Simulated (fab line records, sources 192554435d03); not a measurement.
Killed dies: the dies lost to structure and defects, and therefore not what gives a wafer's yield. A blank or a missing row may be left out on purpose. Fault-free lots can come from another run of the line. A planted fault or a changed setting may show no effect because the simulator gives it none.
Struck lot and sound lot, side by side :: flow n5_finfet :: 14 out of 1938 route steps
Sound: wafers L545.1, L545.4, L545.5. Struck: wafer L559.4 (left out: L559.1, L559.3 of the same lot, which were not struck); the cause appears at the end.
At each step with rows: each side's tool, then ch and its chambers, then its first start. Under that, the readings that differ: sound wafers :: struck wafers :: difference of the means :: sigmas: that difference in standard deviations of wafers without a fault.
alike: a reading whose means differ by less than 2 such deviations, as well as words and numbers matching on both sides. not compared: withheld readings; readings where some wafer has no value; bounds like >300 that might hide an equal value; numbers whose values overlap and for which the record gives no deviation.
A row with sigmas, a row that says differs or no value, or rows on one side alone: a step with any of these is where the two part. Non-overlapping numbers with no deviation appear without sigmas and do not part them. A reading that every wafer of one side lacks parts them only if that side has two wafers or more.

first, 2 steps without rows for these wafers: N5_BEOL_M9_PRECLEAN_42 (cleans in residue remover, time 60 s); N5_BEOL_M9_SRD_43 (time 30 s).
N5_BEOL_M9_CD_MEAS_35: target cd 70 nm, target cd y 40 nm.
  struck on cd_sem-03, day 14 03:32; sound on cd_sem-03, day 10 01:25
  alike: cd_nm
then, 1 step without rows for these wafers: N5_BEOL_M9_CURE_72 (cures SiCOH lowk, time 120 s).
N5_BEOL_M9_DEGAS_44: time 60 s.
  struck on pvd_sputter-02, day 14 03:53; sound on pvd_sputter-01, day 10 01:47
  alike: heater_power_w
then, 1 step without rows for these wafers: N5_BEOL_M9_PRE_CLEAN_45 (time 30 s).
N5_BEOL_M9_ALD_74: deposits TaN, target thk 2 nm, pulse time 2 s, purge time 3 s.
  sound on ald_metal-03 ch 0,1,3, day 10 01:53; struck on ald_metal-04 ch 0, day 14 04:00
  alike: chamber_pressure_Torr, heater_power_w, precursor_vessel_temp_c
N5_BEOL_M9_SURFACE_TREAT_79:
  struck on pvd_sputter-01, day 14 04:17; sound on pvd_sputter-01, day 10 02:20
  not compared: throttle_valve_pct
then, 1 step without rows for these wafers: N5_BEOL_M9_CVD_78 (deposits Co from CCTBA/H2, target thk 2 nm, time 138.9 s).
N5_BEOL_M9_SPUTTER_48: material Cu, target thk 12 nm, time 2 s.
  struck on pvd_sputter-01, day 14 04:27; sound on pvd_sputter-01, day 10 02:32
  alike: throttle_valve_pct
then, 1 step without rows for these wafers: N5_BEOL_M9_ECD_50 (material Cu, target thk 318 nm).
N5_BEOL_M9_ANNEAL_51: time 90 s.
  sound on rtp_anneal-01 ch 0, day 10 02:47; struck on rtp_anneal-02 ch 0, day 14 04:53
  alike: wafer_temp_C_max
N5_BEOL_M9_CMP_52: polishes, stops on SiCOH lowk, t overpolish 7 s, target thk 140 nm.
  sound on cmp-01 ch 0,3, day 10 03:05; struck on cmp-01 ch 2, day 14 05:11
reading: barrier_field_endpoint_s (s)
sound: 29.1 29.5 29.9
struck: 16.4
difference: -13.1
sigmas: -23

reading: time_to_endpoint_s (s)
sound: 64.9 63.5 64.6
struck: 33.5
difference: -30.8
sigmas: -12
  alike: motor_current_A, overpolish_run_s, slurry_filter_dp_kPa
-- a jump in the record: the struck wafers' starts before and after are 2 days apart (it breaks off in module BEOL_M9 and resumes in module PASSIVATION, where the first step shown is number 1936 of the route) --
N5_PASSIVATION_PROBE_49:
  struck on prober-02, day 16 14:13; sound on prober-02, day 12 04:34
  alike: defect_limited_yield, killed_at_M0_to_M3, killed_at_M4_up, killed_at_contacts, killed_at_front_end, killed_at_other, killed_dies, killed_open, killed_short, sort_bin_5_function, sort_bin_6_memory, sort_n_pass, sort_yield_pct

## WHERE THEY PART
Only at N5_BEOL_M9_CMP_52, within this record. Later steps at which nothing parts them and some readings are alike: N5_PASSIVATION_PROBE_49.

WHY: what the simulator had put in
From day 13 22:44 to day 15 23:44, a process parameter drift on cmp-01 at N5_BEOL_M9_CMP_52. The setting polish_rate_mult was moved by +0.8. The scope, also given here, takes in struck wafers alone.
